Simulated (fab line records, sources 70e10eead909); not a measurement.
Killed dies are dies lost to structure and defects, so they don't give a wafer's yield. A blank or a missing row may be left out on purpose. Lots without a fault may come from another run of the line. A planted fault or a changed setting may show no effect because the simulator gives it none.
Problem report in the 8D (eight disciplines) form, filled by code | flow nand_harc | the parts of the form that need people (team, actions taken, sign-off) are left out

1. THE PROBLEM
thk_nm at NHARC_A_ONON_D2_THK_MEAS_02 reads a mean of 373 nm on 6 wafers of 2 lots; wafers without a fault read 1002 nm with a standard deviation of 10. That is -63 standard deviations from the usual mean.
The step: measures by ellipsometry.
First seen on wafer L411.2, day 15 19:38, on film_metro-01. The record holds 39 wafers of 13 lots with a number at this step. Rule for "out", or "out of limits": more than 4 standard deviations from the usual mean. The other wafers with a number count as sound.

2. WHAT IT IS AND WHAT IT IS NOT
question                    | is                     | is not
which readings at this step | thk_nm                 | -
which lots                  | L411, L412             | L403, L404, L405, L406, L413, L418, L419, L420, L422, L424, L425
which wafers of those lots  | all that have a number | -
read on which gauges        | film_metro-01          | film_metro-02
when                        | from day 15 19:38      | up to then (12 sound wafers); but 21 sound wafers of L413, L418, L419, L420, L422, L424, L425 came after

3. SUSPECTS, AND WHAT RULES EACH OUT
Counting: a tool at a process step up to the reading stays a suspect if it ran every lot that is out and no sound lot after the first of them.
- the gauge at NHARC_A_ONON_D2_THK_MEAS_02: ruled out. All the wafers that are out were read on film_metro-01, but those of them that NHARC_END_SORT_01 has rows for are out there too, on other tools.
- pecvd_onon-04 at NHARC_A_ONON_D2_DEP_00 (target thk 1000 nm): ruled out as a lasting fault. Sound lots L420, L422, L424 ran on it after its first lot that is out, L411 (day 15 19:11).
Left after counting: nothing in the record.

4. THE CAUSE (what the simulator had put in)
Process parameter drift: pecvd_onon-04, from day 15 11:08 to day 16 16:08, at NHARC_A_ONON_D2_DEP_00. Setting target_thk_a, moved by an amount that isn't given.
Counting ruled it out, wrongly: the rule takes a fault to strike every lot that its tool runs from its start on, and this one did not.

5. THE CHAIN OF EFFECTS, in route order
Each row: a reading whose mean over the struck wafers that have a number lies more than 3 standard deviations from the usual. Only readings for which the record gives a usual standard deviation are gone through. hours: the time from each lot's start at the first step in this table that gives one to its start at this step, as a median over the lots. sigmas: the change in usual standard deviations.
hours | step                        | reading         | usual   | on struck wafers | change | sigmas
0     | NHARC_A_ONON_D2_THK_MEAS_02 | thk_nm          | 1002 nm | 373              | -629   | -63
287   | NHARC_END_SORT_01           | killed_at_array | 54      | 671              | +617   | +51
287   | NHARC_END_SORT_01           | killed_dies     | 59      | 677              | +618   | +48

6. WHAT WOULD HAVE CAUGHT IT SOONER
In this record the first reading out of limits at a measuring or inspecting step was taken at day 15 19:38, 8 hours after the fault began at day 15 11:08.
